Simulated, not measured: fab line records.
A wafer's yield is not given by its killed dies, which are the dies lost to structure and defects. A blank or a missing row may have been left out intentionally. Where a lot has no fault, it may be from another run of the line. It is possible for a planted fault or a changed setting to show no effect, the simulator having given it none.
fab line records ; flow n5-finfet
record: lots: 10; wafers: 30; last-day: 18
route steps=1938 shown SD_ACTIVATION@330 ILD0@343 SDB@350 BEOL_M4@1111 PASSIVATION@1936
lots with no fault: from the same line, run without faults
start-h: hours from the record's opening day to when the first of the lot's shown wafers began ; wait-h: hours from the lot's prior step to this one ; " identical to the entry in the row above ; L1.1+2: a single row standing in for several wafers ; - no value present, or no start provided ; * or withheld: withheld ; < > ~ a bound
route shown NAME@n: names a module that has steps shown in the file, with the first one's number in the route ; usual: average and standard deviation across the fault-free wafers ; same: alike in all rows ; chamber/n: place in a boat ; sites: each site's reading ; _std_site: their standard deviation ; _edge_site: inner sites' mean taken away from outer sites' mean ; radius-mm: for every site, how far away it sits from the centre of the wafer ; mask NAME#n: copy n ; behind: the tool/chamber that last shaped the wafer ; hold: what put the lot on hold/how long, in hours/how the hold closed ; device: the n, p or np transistor that did not switch ; end of line: the route-end tests of the same wafers ; a step given without rows: its recipe and nothing more ; killed: at the first sort, the dies lost to defects and structure; wafer yield is something else ; map: a wafer's dies, marking killed ones x, the rest . and places with no die _
set.NAME: the setting that was run; set.NAME@STEP: the one run at that earlier step ; model.NAME: the simulator's own value behind a step, which no gauge read
the route's steps for a sample of lots (tables are steps, rows are wafers)
services: the hour from which a tool's chamber was out of use, counted from the record's first day as start-h (under 0 if before that day), plus the number of hours and why
== steps ==
step: N5_SD_ACTIVATION_RTA_00
recipe: temp-c: 975; time-s: 0; ambient: N2; idle-temp-c: 600; ramp-up-c-per-s: 150; ramp-down-c-per-s: 60; cool-to-c: 600
usual: lamp-power-pct: 8.96/0.057; wafer_temp_C_max: 975.1/1.9
same: time-s: 0
lot.wafer;tool;chamber;start-h;wait-h;lamp-power-pct;wafer_temp_C_max
L601.2;rtp-anneal-02;0;104.60;0.3;8.85;973.5
L601.3;rtp-anneal-02;0;104.60;0.3;8.97;974.8
L601.5;rtp-anneal-02;0;104.60;0.3;8.92;974.7
L602.2;rtp-anneal-01;0;104.88;0.1;8.97;972.9
L602.3;rtp-anneal-01;0;104.88;0.1;8.98;978.5
L602.4;rtp-anneal-01;0;104.88;0.1;8.97;978.9
L603.1;rtp-anneal-01;0;111.33;0.0;8.98;973.9
L603.2;rtp-anneal-01;0;111.33;0.0;8.94;972.0
L603.4;rtp-anneal-01;0;111.33;0.0;8.89;975.4
L604.1;rtp-anneal-01;0;118.19;0.2;8.95;977.6
L604.2;rtp-anneal-01;0;118.19;0.2;8.94;976.9
L604.4;rtp-anneal-01;0;118.19;0.2;8.90;975.2
L605.2;rtp-anneal-02;0;127.77;0.1;9.02;973.2
L605.4;rtp-anneal-02;0;127.77;0.1;8.93;976.4
L605.6;rtp-anneal-02;0;127.77;0.1;8.96;971.8
L607.1;rtp-anneal-01;0;143.38;0.0;8.91;974.4
L607.2;rtp-anneal-01;0;143.38;0.0;9.04;977.1
L607.3;rtp-anneal-01;0;143.38;0.0;8.95;974.6
L608.2;rtp-anneal-02;0;145.03;0.1;8.95;971.3
L608.3;rtp-anneal-02;0;145.03;0.1;8.93;974.3
L608.5;rtp-anneal-02;0;145.03;0.1;8.88;972.9
L614.3;rtp-anneal-01;0;180.89;0.4;9.02;974.6
L614.4;rtp-anneal-01;0;180.89;0.4;8.96;977.3
L614.5;rtp-anneal-01;0;180.89;0.4;9.00;975.0
L615.2;rtp-anneal-01;0;187.00;0.1;9.02;973.6
L615.5;rtp-anneal-01;0;187.00;0.1;8.96;974.2
L615.6;rtp-anneal-01;0;187.00;0.1;8.94;976.6
L616.1;rtp-anneal-01;0;191.55;0.1;9.01;974.1
L616.4;rtp-anneal-01;0;191.55;0.1;9.05;977.0
L616.5;rtp-anneal-01;0;191.55;0.1;9.00;975.9
step: N5_ILD0_ALD_15
recipe: material: SiNx; target-thk-a: 240; temp-c: 400; ald-precursor-family: SiH2I2; ald-co-reactant: N2/H2-plasma; pulse-time-s: 1; ald-cycles: 480; purge-time-s: 2; co-reactant-purge-time-s: 2; pressure-torr: 2
usual: heater-power-w: 839/79; precursor-pulse-height-rel: 1.000/0.019
lot.wafer;tool;chamber;start-h;wait-h;heater-power-w;precursor-pulse-height-rel
L602.2;ald-sin-04;0;109.33;0.5;800;0.992
L602.3;ald-sin-04;1;109.33;0.5;830;1.005
L602.4;ald-sin-04;2;109.33;0.5;942;1.026
L601.2;ald-sin-01;3;110.66;0.5;887;0.966
L601.3;ald-sin-01;2;110.66;0.5;837;0.997
L601.5;ald-sin-01;3;111.75;1.2;886;1.004
L603.1;ald-sin-04;1;116.16;0.6;793;0.993
L603.2;ald-sin-04;0;116.16;0.6;765;1.000
L603.4;ald-sin-04;3;116.16;0.6;902;0.966
L604.1;ald-sin-01;3;122.68;0.6;875;0.983
L604.2;ald-sin-01;1;122.68;0.6;777;0.987
L604.4;ald-sin-01;0;122.68;0.6;915;1.023
L605.2;ald-sin-04;3;133.51;0.6;916;1.010
L605.4;ald-sin-04;0;133.51;0.6;787;1.003
L605.6;ald-sin-04;3;134.59;1.1;923;1.018
L607.1;ald-sin-03;2;147.86;0.6;675;1.016
L607.2;ald-sin-03;0;147.86;0.6;926;0.983
L607.3;ald-sin-03;1;147.86;0.6;726;1.015
L608.2;ald-sin-04;0;149.95;0.9;786;1.015
L608.3;ald-sin-04;1;149.95;0.9;796;1.035
L608.5;ald-sin-04;3;151.04;1.7;917;0.995
L614.3;ald-sin-03;3;185.78;0.7;796;1.021
L614.4;ald-sin-03;0;185.78;0.7;930;1.050
L614.5;ald-sin-03;1;186.87;1.6;734;1.003
L615.2;ald-sin-03;3;191.47;0.5;806;0.988
L615.5;ald-sin-03;2;192.55;1.2;674;0.994
L615.6;ald-sin-03;1;192.55;1.2;726;0.993
L616.1;ald-sin-04;1;196.04;0.6;809;1.030
L616.4;ald-sin-04;2;196.04;0.6;938;1.021
L616.5;ald-sin-04;2;197.13;1.2;948;1.019
step: N5_ILD0_THK_MEAS_13
usual: thk-nm: 17.6/1.1
lot.wafer;tool;chamber;start-h;wait-h;thk-nm
L602.2;film-metro-01;-;111.82;-;16.6
L602.3;film-metro-01;-;111.82;-;16.1
L602.4;film-metro-01;-;111.82;-;16.1
L601.2;film-metro-02;-;113.16;-;17.9
L601.3;film-metro-02;-;113.16;-;18.9
L601.5;film-metro-02;-;113.16;-;18.6
L603.1;film-metro-02;-;118.65;-;18.6
L603.2;film-metro-02;-;118.65;-;20.4
L603.4;film-metro-02;-;118.65;-;18.5
L604.1;film-metro-02;-;125.18;-;19.6
L604.2;film-metro-02;-;125.18;-;19.6
L604.4;film-metro-02;-;125.18;-;18.4
L605.2;film-metro-01;-;136.00;-;17.3
L605.4;film-metro-01;-;136.00;-;18.3
L605.6;film-metro-01;-;136.00;-;18.7
L607.1;film-metro-01;-;150.36;-;19.7
L607.2;film-metro-01;-;150.36;-;18.9
L607.3;film-metro-01;-;150.36;-;18.6
L608.2;film-metro-01;-;152.45;-;18.5
L608.3;film-metro-01;-;152.45;-;17.1
L608.5;film-metro-01;-;152.45;-;16.7
L614.3;film-metro-02;-;188.28;-;18.1
L614.4;film-metro-02;-;188.28;-;18.9
L614.5;film-metro-02;-;188.28;-;17.1
L615.2;film-metro-02;-;193.96;-;17.4
L615.5;film-metro-02;-;193.96;-;18.4
L615.6;film-metro-02;-;193.96;-;17.7
L616.1;film-metro-02;-;198.54;-;17.1
L616.4;film-metro-02;-;198.54;-;18.4
L616.5;film-metro-02;-;198.54;-;17.9
step: N5_SDB_COAT_05
recipe: resist: CAR-ArF; spin-rpm: 1500; resist-thk-nm: 90
usual: spin-speed-rpm: 1500.0/0.98
lot.wafer;tool;chamber;start-h;wait-h;spin-speed-rpm
L602.2;litho-track-02;0;111.97;-;1500.7
L602.3;litho-track-02;0;111.97;-;1499.2
L602.4;litho-track-02;0;111.97;-;1498.4
L601.2;litho-track-04;0;113.31;-;1501.5
L601.3;litho-track-04;0;113.31;-;1500.0
L601.5;litho-track-04;0;113.31;-;1503.1
L603.1;litho-track-03;0;118.80;-;1500.2
L603.2;litho-track-03;0;118.80;-;1500.9
L603.4;litho-track-03;0;118.80;-;1499.6
L604.1;litho-track-03;0;125.33;-;1500.8
L604.2;litho-track-03;0;125.33;-;1499.2
L604.4;litho-track-03;0;125.33;-;1500.0
L605.2;litho-track-04;0;136.15;-;1500.1
L605.4;litho-track-04;0;136.15;-;1500.3
L605.6;litho-track-04;0;136.15;-;1498.9
L607.1;litho-track-02;0;150.51;-;1498.8
L607.2;litho-track-02;0;150.51;-;1499.3
L607.3;litho-track-02;0;150.51;-;1500.4
L608.2;litho-track-02;0;152.60;-;1500.0
L608.3;litho-track-02;0;152.60;-;1501.2
L608.5;litho-track-02;0;152.60;-;1499.3
L614.3;litho-track-03;0;188.43;-;1499.6
L614.4;litho-track-03;0;188.43;-;1498.5
L614.5;litho-track-03;0;188.43;-;1502.0
L615.2;litho-track-02;0;194.11;-;1673.2
L615.5;litho-track-02;0;194.11;-;1673.4
L615.6;litho-track-02;0;194.11;-;1673.2
L616.1;litho-track-02;0;198.69;-;1675.5
L616.4;litho-track-02;0;198.69;-;1674.3
L616.5;litho-track-02;0;198.69;-;1673.5
step: N5_BEOL_M4_RC_MEAS_101
usual: DIBL_N: 36.3/1.9; DIBL_P: 36.0/2.1; IOFF_N: 0.16/0.031; IOFF_P: 0.21/0.035; ION_N: 675/14; ION_P: 464/8.5; SS_N: 71.5/0.6; SS_P: 73.3/0.72; VT_N: 250/3.2; VT_P: -250/3.1
lot.wafer;tool;chamber;start-h;wait-h;DIBL_N[mV/V];DIBL_P[mV/V];IOFF_N[nA/um];IOFF_P[nA/um];ION_N[uA/um];ION_P[uA/um];SS_N[mV/dec];SS_P[mV/dec];VT_N[mV];VT_P[mV]
L602.2;prober-01;0;202.23;0.2;33.6;31.7;0.10;0.16;667;464;70.8;71.8;257;-254
L602.3;prober-01;0;202.23;0.2;36.4;35.0;0.14;0.21;675;462;72.4;72.9;252;-248
L602.4;prober-01;0;202.23;0.2;35.0;34.1;0.12;0.20;663;462;70.9;72.1;255;-249
L601.2;prober-02;0;207.27;0.2;39.5;38.3;0.19;0.27;675;465;72.0;73.3;249;-247
L601.3;prober-02;0;207.27;0.2;39.9;38.0;0.22;0.27;672;460;72.6;73.2;247;-244
L601.5;prober-02;0;207.27;0.2;36.4;35.1;0.16;0.22;677;470;70.3;72.6;251;-247
L603.1;prober-01;0;208.91;0.0;37.2;39.2;0.19;0.23;662;451;72.9;73.5;250;-249
L603.2;prober-01;0;208.91;0.0;33.7;35.7;0.13;0.18;667;454;70.8;72.9;252;-255
L603.4;prober-01;0;208.91;0.0;30.6;31.6;0.09;0.13;638;441;70.6;72.3;256;-255
L604.1;prober-01;0;214.27;0.0;35.1;35.4;0.14;0.20;681;474;71.3;72.9;250;-250
L604.2;prober-01;0;214.27;0.0;34.2;34.7;0.13;0.19;668;459;71.3;73.1;254;-251
L604.4;prober-01;0;214.27;0.0;34.3;32.9;0.11;0.15;656;449;71.3;72.6;259;-254
L608.2;prober-01;0;285.25;0.2;37.7;35.8;0.17;0.22;691;473;72.6;73.5;248;-246
L608.3;prober-01;0;285.25;0.2;36.4;34.5;0.15;0.19;675;462;72.1;72.9;250;-251
L608.5;prober-01;0;285.25;0.2;37.2;34.4;0.16;0.19;676;460;72.3;72.9;251;-251
L615.2;prober-02;0;288.12;0.2;38.4;36.3;0.17;0.21;663;453;72.6;73.2;250;-250
L615.5;prober-02;0;288.12;0.2;35.6;34.7;0.12;0.19;668;464;71.1;73.2;252;-251
L615.6;prober-02;0;288.12;0.2;38.0;37.4;0.16;0.22;676;460;72.0;74.0;248;-246
L614.3;prober-01;0;289.68;0.3;35.2;36.5;0.14;0.17;678;458;70.4;72.9;248;-257
L614.4;prober-01;0;289.68;0.3;35.7;36.8;0.16;0.18;681;457;71.7;73.2;248;-254
L614.5;prober-01;0;289.68;0.3;37.2;39.7;0.19;0.22;698;471;72.5;73.5;246;-250
L605.2;prober-01;0;295.61;0.2;38.0;36.9;0.18;0.25;688;464;71.5;73.6;248;-250
L605.4;prober-01;0;295.61;0.2;39.8;38.6;0.22;0.28;686;470;72.1;74.4;247;-246
L605.6;prober-01;0;295.61;0.2;36.5;34.7;0.15;0.21;667;458;71.7;72.7;251;-250
L607.1;prober-02;0;320.06;0.0;37.1;36.4;0.16;0.20;672;461;72.1;73.9;255;-252
L607.2;prober-02;0;320.06;0.0;37.9;38.7;0.19;0.26;674;468;71.9;74.0;250;-248
L607.3;prober-02;0;320.06;0.0;36.8;35.7;0.15;0.21;676;469;71.6;73.9;251;-250
L616.1;prober-02;0;324.58;0.0;35.8;36.4;0.15;0.23;676;469;72.4;73.1;251;-249
L616.4;prober-02;0;324.58;0.0;34.3;34.6;0.13;0.19;673;465;71.7;72.1;253;-250
L616.5;prober-02;0;324.58;0.0;36.3;36.0;0.15;0.21;676;465;72.0;72.5;251;-249
step: N5_PASSIVATION_PROBE_49
usual: defect-limited-yield: 91.0/1.5; killed_at_M0_to_M3: 32/9.6; killed_at_M4_up: 13/4.7; killed-at-contacts: 13/7.2; killed-at-front-end: 44/13; killed-at-other: 4/3.4; killed-dies: 106/18; killed-open: 70/13; killed-short: 35/8; sort_bin_5_function: 5.3/0.97; sort_bin_6_memory: 3.4/0.73; sort_bin_8_speed: 0.00/0.036; sort-n-pass: 1074/18; sort-yield-pct: 91.0/1.5
same: gross-dies: 1180; killed-at-back-side: 0; sort_bin_4_leakage[%]: 0
lot.wafer;tool;chamber;start-h;wait-h;defect-limited-yield[%];killed_at_M0_to_M3;killed_at_M4_up;killed-at-contacts;killed-at-front-end;killed-at-other;killed-dies;killed-open;killed-short;sort_bin_5_function[%];sort_bin_6_memory[%];sort_bin_8_speed[%];sort-n-pass;sort-yield-pct[%]
L602.2;prober-02;-;278.65;0.1;91.2;28;9;24;39;4;104;73;31;5.3;3.2;0;1076;91.2
L602.3;prober-02;-;278.70;0.1;91.7;29;4;14;49;2;98;68;25;4.3;3.4;0;1082;91.7
L602.4;prober-02;-;278.75;0.2;92.4;27;7;11;38;7;90;67;23;5.1;2.3;0;1090;92.4
L601.2;prober-02;-;290.53;0.1;91.1;33;15;7;36;14;105;68;35;5.3;3.3;0;1075;91.1
L601.3;prober-02;-;290.58;0.1;92.1;28;19;7;38;1;93;58;34;4.6;2.8;0;1087;92.1
L601.5;prober-02;-;290.68;0.2;91.3;35;18;3;45;2;103;60;40;4.9;3.6;0;1077;91.3
L615.2;prober-02;-;392.72;0.1;88.6;46;11;12;63;3;135;90;42;5.8;5.3;0;1045;88.6
L615.5;prober-02;-;392.87;0.2;91.0;37;11;9;42;7;106;70;32;5.7;2.7;0;1074;91.0
L615.6;prober-02;-;392.92;0.3;90.5;35;10;9;52;6;112;68;44;5.3;3.9;0;1068;90.5
L605.2;prober-01;-;402.45;0.1;87.9;35;13;5;90;0;143;104;37;8.1;3.6;0;1037;87.9
L605.4;prober-01;-;402.55;0.2;88.1;29;18;7;87;0;141;98;40;7.4;4.2;0;1039;88.1
L605.6;prober-01;-;402.65;0.3;87.6;50;13;13;70;0;146;99;44;6.5;4.9;0;1034;87.6
L616.1;prober-01;-;432.54;0.0;92.1;27;17;8;36;5;93;61;32;4.0;3.7;0;1087;92.1
L616.4;prober-01;-;432.69;0.2;92.5;25;12;7;41;3;88;51;37;4.3;2.7;0;1092;92.5
L616.5;prober-01;-;432.74;0.2;90.4;35;18;14;44;2;113;78;35;5.7;3.6;0;1067;90.4
killed by level:class
L602.2 MOL_CONTACT_COAG:geometric-particle:open=18 FIN_SAQP:geometric-particle:open=8 BEOL_M0_SAQP:geometric-particle:open=7 BEOL_M0_SAQP:geometric-particle:short=7 MOL_CONTACT_COAG:geometric-particle:short=6 BEOL_M1:geometric-particle:open=6 STARTING-WAFER:geometric-particle:short=5 FIN_SAQP:geometric-particle:short=4
L602.3 FIN_SAQP:geometric-particle:open=12 BEOL_M0_SAQP:geometric-particle:open=12 MOL_CONTACT_COAG:geometric-particle:open=11 DUMMY_GATE:geometric-particle:open=6 BEOL_M0_SAQP:geometric-particle:short=5 HKMG_FIN:area-etch=5 FIN_SAQP:geometric-particle:short=4 STI_FIN_REVEAL:geometric-particle:open=4
L602.4 STI_FIN_REVEAL:geometric-particle:open=10 MOL_CONTACT_COAG:geometric-particle:open=7 BEOL_M2:geometric-particle:open=7 BEOL_M1:geometric-particle:open=7 DUMMY_GATE:geometric-particle:open=4 MOL_CONTACT_COAG:geometric-particle:short=4 BEOL_M3:geometric-particle:open=4 STARTING-WAFER:geometric-particle:open=4
L601.2 BEOL_M0_SAQP:geometric-particle:open=11 BEOL_M0_SAQP:geometric-particle:short=11 BEOL_M4:geometric-particle:open=9 FIN_SAQP:geometric-particle:open=7 STI_FIN_REVEAL:geometric-particle:open=7 BEOL_M2:geometric-particle:open=5 PASS1_CAP:geometric-particle:open=5 DUMMY_GATE:geometric-particle:open=4
L601.3 BEOL_M4:geometric-particle:open=11 BEOL_M0_SAQP:geometric-particle:open=9 FIN_SAQP:geometric-particle:short=8 BEOL_M0_SAQP:geometric-particle:short=8 MOL_CONTACT_COAG:geometric-particle:open=7 FIN_SAQP:geometric-particle:open=5 STI_FIN_REVEAL:geometric-particle:open=5 DUMMY_GATE:geometric-particle:open=5
L601.5 FIN_SAQP:geometric-particle:short=11 BEOL_M2:geometric-particle:open=9 DUMMY_GATE:geometric-particle:open=8 BEOL_M4:geometric-particle:open=8 FIN_SAQP:geometric-particle:open=7 GATE_CUT:geometric-particle:short=7 STI_FIN_REVEAL:geometric-particle:open=6 BEOL_M0_SAQP:geometric-particle:short=6
L615.2 STI_FIN_REVEAL:geometric-particle:open=20 BEOL_M2:geometric-particle:open=14 FIN_SAQP:geometric-particle:short=11 FIN_SAQP:geometric-particle:open=10 BEOL_M3:geometric-particle:open=10 MOL_CONTACT_COAG:geometric-particle:open=8 BEOL_M0_SAQP:geometric-particle:short=6 BEOL_M0_SAQP:geometric-particle:open=5
L615.5 STI_FIN_REVEAL:geometric-particle:open=10 BEOL_M0_SAQP:geometric-particle:open=10 FIN_SAQP:geometric-particle:open=9 BEOL_M0_SAQP:geometric-particle:short=9 BEOL_M3:geometric-particle:open=7 BEOL_M4:geometric-particle:open=7 FIN_SAQP:geometric-particle:short=6 MOL_CONTACT_COAG:geometric-particle:open=6
L615.6 STI_FIN_REVEAL:geometric-particle:open=16 FIN_SAQP:geometric-particle:short=10 FIN_SAQP:geometric-particle:open=9 BEOL_M0_SAQP:geometric-particle:short=9 BEOL_M1:geometric-particle:open=8 MOL_CONTACT_COAG:geometric-particle:open=6 BEOL_M3:geometric-particle:open=6 BEOL_M4:geometric-particle:open=6
L605.2 FIN_SAQP:geometric-particle:open=30 STI_FIN_REVEAL:geometric-particle:open=18 BEOL_M0_SAQP:geometric-particle:open=16 FIN_SAQP:geometric-particle:short=12 BEOL_M1:geometric-particle:open=9 BEOL_M4:geometric-particle:open=7 DUMMY_GATE:geometric-particle:open=5 BEOL_M0_SAQP:geometric-particle:short=5
L605.4 FIN_SAQP:geometric-particle:open=19 DUMMY_GATE:geometric-particle:open=17 STI_FIN_REVEAL:geometric-particle:open=15 FIN_SAQP:geometric-particle:short=14 BEOL_M4:geometric-particle:open=10 BEOL_M0_SAQP:geometric-particle:open=9 GATE_CUT:geometric-particle:short=5 BEOL_M0_SAQP:geometric-particle:short=5
L605.6 STI_FIN_REVEAL:geometric-particle:open=21 BEOL_M0_SAQP:geometric-particle:short=19 FIN_SAQP:geometric-particle:open=17 BEOL_M0_SAQP:geometric-particle:open=13 MOL_CONTACT_COAG:geometric-particle:open=11 FIN_SAQP:geometric-particle:short=8 BEOL_M4:geometric-particle:open=8 BEOL_M1:geometric-particle:open=6
L616.1 STI_FIN_REVEAL:geometric-particle:open=9 FIN_SAQP:geometric-particle:open=7 BEOL_M4:geometric-particle:open=7 FIN_SAQP:geometric-particle:short=5 MOL_CONTACT_COAG:geometric-particle:open=5 BEOL_M1:geometric-particle:open=5 BEOL_M3:geometric-particle:open=5 DUMMY_GATE:geometric-particle:open=4
L616.4 BEOL_M1:geometric-particle:open=8 STI_FIN_REVEAL:geometric-particle:open=6 GATE_CUT:geometric-particle:short=6 BEOL_M0_SAQP:geometric-particle:open=6 BEOL_M4:geometric-particle:open=6 DUMMY_GATE:geometric-particle:short=5 MOL_CONTACT_COAG:geometric-particle:open=5 FIN_SAQP:geometric-particle:open=4
L616.5 MOL_CONTACT_COAG:geometric-particle:open=14 FIN_SAQP:geometric-particle:open=12 STI_FIN_REVEAL:geometric-particle:open=11 FIN_SAQP:geometric-particle:short=10 BEOL_M4:geometric-particle:open=9 BEOL_M1:geometric-particle:open=9 BEOL_M0_SAQP:geometric-particle:open=6 BEOL_M0_SAQP:geometric-particle:short=4
== services ==
tool;chamber;start-h;hours;kind
ald-sin-03;-;85.52;14.0;pm
ald-sin-03;0;85.52;14.0;vent-cycle
ald-sin-03;1;85.52;31.7;vent-cycle
ald-sin-03;2;85.52;14.0;vent-cycle
ald-sin-03;3;85.52;14.0;vent-cycle
ald-sin-03;0;99.52;-;clean
ald-sin-03;2;99.52;-;clean
ald-sin-03;3;99.52;-;clean
ald-sin-03;-;111.24;6.0;pm
ald-sin-03;1;120.41;-;calibration
ald-sin-03;-;157.30;0.3;repair
ald-sin-04;3;173.31;5.0;repair
== key ==
first-sign: step: N5_SDB_COAT_05; reading: spin-speed-rpm; direction: up; sigmas: 99+; usual: *; struck: *
effect none on later readings
met-at N5_SDB_COAT_05
struck-lots L615,L616
not-acting-at N5_SD_ACTIVATION_RTA_00,N5_ILD0_ALD_15,N5_ILD0_THK_MEAS_13
onset-between 152.60 194.11
fault: kind: process-parameter-drift; tool: litho-track-02; chamber: -; onset-h: 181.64; steps: N5_SDB_COAT_05; channel: spin-rpm; offset: *; shape: step; end-h: 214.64; acts-in: *; stated: *
